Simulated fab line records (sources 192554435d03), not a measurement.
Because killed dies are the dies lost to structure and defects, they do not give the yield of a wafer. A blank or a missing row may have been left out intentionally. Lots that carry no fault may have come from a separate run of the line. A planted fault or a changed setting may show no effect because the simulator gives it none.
Lot-split experiment ; flow n5-finfet ; on a route of 1938 steps: 7 lots, 21 wafers read

## ABOUT THE SPLIT
At N5_BEOL_M2_COAT_67 (time 60 s, resist thk 60 nm), the setting spin-rpm was moved away from the recipe's 1500 rpm on 6 of the 21 wafers read, by -11.0% to -3.1%. For the rest of the wafers, this setting stayed at what the recipe calls for.

## FROM THE SPLIT TO THE READING: what the file shows between them, 7 steps
- N5_BEOL_M2_COAT_68: time 60 s, resist thk 12 nm
- N5_BEOL_M2_COAT_76: time 60 s, resist thk 5 nm
- N5_BEOL_M2_ALD_98: deposits SiO2, target thk 2.5 nm, pulse time 1 s, co reactant pulse time 1 s
- N5_BEOL_M2_ETCHBACK_99: etches SiO2 in CHF3, target depth 5 nm, time 10.4 s
- N5_BEOL_M2_ETCH_70: etches SOC in N2/H2, target depth 80 nm, overetch 24 nm, time 130 s
- N5_BEOL_M2_STRIP_71: strips in N2/H2
- N5_BEOL_M2_STRIP_78: strips in N2/H2

## THE READING
SOC_of_BEOL_M2_COAT_67.thk-nm (the simulator's own value, which no gauge read), in nm, at N5_BEOL_M2_VIA_ETCH_34 (etches the open film in C4F6/O2, target depth 69.4 nm, time 65.9 s). No usual value for it is given in the file. The 15 wafers here that ran the recipe average 51.9 nm, standard deviation 0.33 nm.

wafer;tool, chamber at the split;spin-rpm as run, rpm;against the recipe;SOC_of_BEOL_M2_COAT_67.thk-nm, nm;against lot-mates on the recipe
L079.1;litho-track-03, 0;1500;recipe;52.2;-
L079.2;litho-track-03, 0;1500;recipe;52;-
L079.6;litho-track-03, 0;1500;recipe;51.8;-
L084.1;litho-track-04, 0;1500;recipe;52;-
L084.2;litho-track-04, 0;1500;recipe;52.6;-
L084.5;litho-track-04, 0;1500;recipe;51.8;-
L085.3;litho-track-05, 0;1500;recipe;51.4;-
L085.4;litho-track-05, 0;1500;recipe;51.8;-
L085.6;litho-track-05, 0;1500;recipe;51.8;-
L086.1;litho-track-05, 0;1394;-7.1%;54;+1.8
L086.3;litho-track-05, 0;1500;recipe;52.2;-
L086.6;litho-track-05, 0;1394;-7.1%;53.8;+1.6
L089.1;litho-track-04, 0;1335;-11.0%;55.6;+3.8
L089.2;litho-track-04, 0;1500;recipe;51.8;-
L089.4;litho-track-04, 0;1335;-11.0%;55.8;+4.0
L090.1;litho-track-05, 0;1500;recipe;51.4;-
L090.4;litho-track-05, 0;1500;recipe;51.4;-
L090.5;litho-track-05, 0;1452;-3.2%;52.4;+1.0
L094.1;litho-track-05, 0;1453;-3.1%;52.6;+0.5
L094.3;litho-track-05, 0;1500;recipe;52;-
L094.6;litho-track-05, 0;1500;recipe;52.2;-

THE FIT
A straight line over all 21 wafers: SOC_of_BEOL_M2_COAT_67.thk-nm changes by -0.326 nm for each +1% of spin-rpm; r = -0.96; the points scatter about the line by 0.34 nm.
The same after taking each lot's own level away (the mean of its wafers on the recipe; 21 wafers): -0.322 nm for each +1%; r = -0.97; scatter 0.3 nm.
That fit puts the effect of the largest move of spin-rpm on the reading at 3.5 nm.
Measured against the standard deviation above, the lots' own levels, which go from 51.40 to 52.20 nm, span 2.5 times it.
Hence the lot-to-lot level has little effect on the slope; both slopes agree.
Check: with one of the wafers moved furthest among these (-11.0%) left out of the fit, the line predicts +3.34 nm for it against its lot-mates. It came out at +3.8 nm against them.

## THESE WAFERS: OTHER SPLITS
Other splits were also applied to these wafers ahead of the reading. Each is held against what the fit with the lots' levels taken away leaves over:
other split on the same wafers;wafers away from the commonest value;r with SOC_of_BEOL_M2_COAT_67.thk-nm (lot level and that fit taken away)
N5_BEOL_M0_SAQP_DESCUM_45 time-s;5;-0.10
N5_BEOL_M1_ETCH_70 source-w;7;-0.01
N5_BEOL_M1_VIA_ETCH_34 time-s;4;+0.17

## THE WHOLE CHAIN: every reading that the file lists as answering this split, in the file's order
step;what it does;reading;change (the file's fit);r (the file's)
N5_BEOL_M2_COAT_67;time 60 s, resist thk 60 nm;SOC_of_BEOL_M2_COAT_67.thk-nm (the simulator's own value, which no gauge read);-0.323 nm for each +1% of the setting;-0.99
N5_BEOL_M2_ETCH_70;etches SOC in N2/H2, target depth 80 nm, overetch 24 nm, time 130 s;etch.depth-nm (the simulator's own value, which no gauge read);-0.329 nm for each +1% of the setting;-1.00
N5_BEOL_M2_VIA_ETCH_34;etches the open film in C4F6/O2, target depth 69.4 nm, time 65.9 s;SOC_of_BEOL_M2_COAT_67.thk-nm (the simulator's own value, which no gauge read);-0.312 nm for each +1% of the setting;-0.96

## THE FILE'S OWN FIT
SOC_of_BEOL_M2_COAT_67.thk-nm changes by -0.312 nm for each +1% of spin-rpm, r = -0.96.
